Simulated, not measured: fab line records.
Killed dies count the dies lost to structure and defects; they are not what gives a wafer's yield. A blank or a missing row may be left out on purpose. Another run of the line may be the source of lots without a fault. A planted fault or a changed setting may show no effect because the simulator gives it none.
Which tool is to blame?	flow n5Finfet	12 lots, 36 wafers sampled, at 5 steps of a route of 1938

== WHAT THE GAUGES SHOWED, per wafer ==
N5_BEOL_M2_INSPECT_59: inspects for defects (darkfield).
lot	measured	on	rawDefectCount
L076	day 8 10:41	defectInspect-02	88 79 115
L075	day 9 01:35	defectInspect-02	68 74 98
L079	day 9 07:43	defectInspect-01	62 57 60
L081	day 10 04:36	defectInspect-01	77 57 62
L083	day 10 09:07	defectInspect-02	89 55 79
L085	day 11 06:01	defectInspect-02	148 53 85
L087	day 11 15:58	defectInspect-02	83 53 53
L089	day 12 02:54	defectInspect-01	79 69 131
L091	day 12 05:42	defectInspect-01	55 59 68
L093	day 12 19:02	defectInspect-02	60 63 68
L095	day 13 16:51	defectInspect-01	61 40 62
L097	day 14 00:17	defectInspect-01	110 65 45

== WHICH TOOL RAN EACH LOT (tool, then ch and the chambers of the sampled wafers, then the start) ==
lot	N5_BEOL_M2_SURFACE_TREAT_85	N5_BEOL_M2_SPUTTER_86	N5_BEOL_M2_ANNEAL_89	N5_BEOL_M2_ANNEAL_95
L076	pvdSputter-02, day 8 04:59	pvdSputter-03, day 8 06:01	pvdSputter-03, day 8 06:19	pvdSputter-03, day 8 06:59
L075	pvdSputter-01, day 8 20:44	pvdSputter-01, day 8 23:22	pvdSputter-01, day 8 23:40	pvdSputter-01, day 9 00:19
L079	pvdSputter-02, day 9 04:22	pvdSputter-03, day 9 05:14	pvdSputter-03, day 9 05:32	pvdSputter-03, day 9 06:12
L081	pvdSputter-02, day 10 01:21	pvdSputter-03, day 10 02:19	pvdSputter-03, day 10 02:37	pvdSputter-03, day 10 03:16
L083	pvdSputter-02, day 10 05:56	pvdSputter-02, day 10 06:55	pvdSputter-02, day 10 07:13	pvdSputter-02, day 10 07:53
L085	pvdSputter-02, day 11 02:16	pvdSputter-02, day 11 03:17	pvdSputter-02, day 11 03:35	pvdSputter-02, day 11 04:15
L087	pvdSputter-03, day 11 12:36	pvdSputter-03, day 11 13:48	pvdSputter-03, day 11 14:06	pvdSputter-03, day 11 14:46
L089	pvdSputter-02, day 11 23:10	pvdSputter-01, day 12 00:20	pvdSputter-01, day 12 00:38	pvdSputter-01, day 12 01:17
L091	pvdSputter-01, day 12 02:29	pvdSputter-01, day 12 03:32	pvdSputter-01, day 12 03:50	pvdSputter-01, day 12 04:29
L093	pvdSputter-02, day 12 14:07	pvdSputter-01, day 12 16:50	pvdSputter-01, day 12 17:08	pvdSputter-01, day 12 17:47
L095	pvdSputter-03, day 13 13:22	pvdSputter-02, day 13 14:31	pvdSputter-02, day 13 14:49	pvdSputter-02, day 13 15:29
L097	pvdSputter-01, day 13 20:57	pvdSputter-02, day 13 21:53	pvdSputter-02, day 13 22:11	pvdSputter-02, day 13 22:50
- N5_BEOL_M2_SURFACE_TREAT_85
- N5_BEOL_M2_SPUTTER_86: material Cu, target thk 4.5 nm, time 8.29 s.
- N5_BEOL_M2_ANNEAL_89: time 240 s.
- N5_BEOL_M2_ANNEAL_95: time 240 s.

== THE ANSWER, worked out from the rows above alone ==
Rule: the lots themselves supply what counts as usual. Put in order of their means at a reading, lots are off if they are a third of the lots or fewer, leave a main group of 4 or more, and stand apart from it by a gap of 3 or more times the standard deviation of the main group's means; of several such gaps the widest counts. Not used: any main group whose means are identical at the precision the tables above print for the reading. Also off: a lot with no number at a reading for which 4 or more lots have one. The other lots that the step has rows for count as sound.
No lot is off at any reading shown: from this, nothing can be told.

== WHAT THE SIMULATOR HAD INSERTED ==
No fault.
